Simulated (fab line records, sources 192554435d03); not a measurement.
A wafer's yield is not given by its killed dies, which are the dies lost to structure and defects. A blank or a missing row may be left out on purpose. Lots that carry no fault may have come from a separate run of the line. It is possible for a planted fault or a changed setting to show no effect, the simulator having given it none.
Matching of chambers | flow n5_finfet | N5_MOL_CONTACT_COAG_ETCH_89 on rie_diel-02 has 4 sister chambers
The step etches underlayer in N2/H2, target depth 13 nm, time 10.4 s. 4 wafers are shown with their chamber, then 11 later ones without.

## WAFERS WITH THEIR CHAMBER
wafer  | chamber | throttle_valve_pct (%)
L084.3 | 1       | 17.46
L085.1 | 3       | 17.70
L085.6 | 0       | 17.54
L087.1 | 2       | 18.03

## WAFERS WHOSE CHAMBER IS MISSING
wafer  | throttle_valve_pct (%)
L087.4 | 17.49
L087.5 | 18.00
L088.1 | 17.71
L088.3 | 17.57
L088.6 | 17.73
L090.2 | 18.05
L090.4 | 17.50
L090.6 | 17.57
L097.4 | 17.51
L097.5 | 17.50
L097.6 | 17.59

## WHICH CHAMBER EACH ONE RAN IN
wafer  | from the rows above     | in truth
L087.4 | can't be placed: 1 or 0 | 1
L087.5 | 2                       | 2
L088.1 | 3                       | 3
L088.3 | 0                       | 0
L088.6 | 3                       | 3
L090.2 | 2                       | 2
L090.4 | can't be placed: 0 or 1 | 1
L090.6 | 0                       | 0
L097.4 | can't be placed: 0 or 1 | 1
L097.5 | can't be placed: 0 or 1 | 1
L097.6 | can't be placed: 0 or 3 | 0
6 of 11 placed correctly. Unplaceable from these rows: 5, with the true chamber sitting among the candidates in 5. 0 placed wrongly.
How it was worked out, from the rows above alone: a wafer's distance from a chamber is the root of the sum, over the readings, of the square of ((its reading less the chamber's mean) divided by the reading's scatter). If the next closest chamber is less than 2 further off than the closest, the wafer can't be placed; otherwise it belongs to the closest. For every chamber, the mean is computed from those of its wafers that are shown. The scatter: with one shown wafer a chamber, the root of the mean of the squares of how far each hidden wafer lies from its nearest shown one.
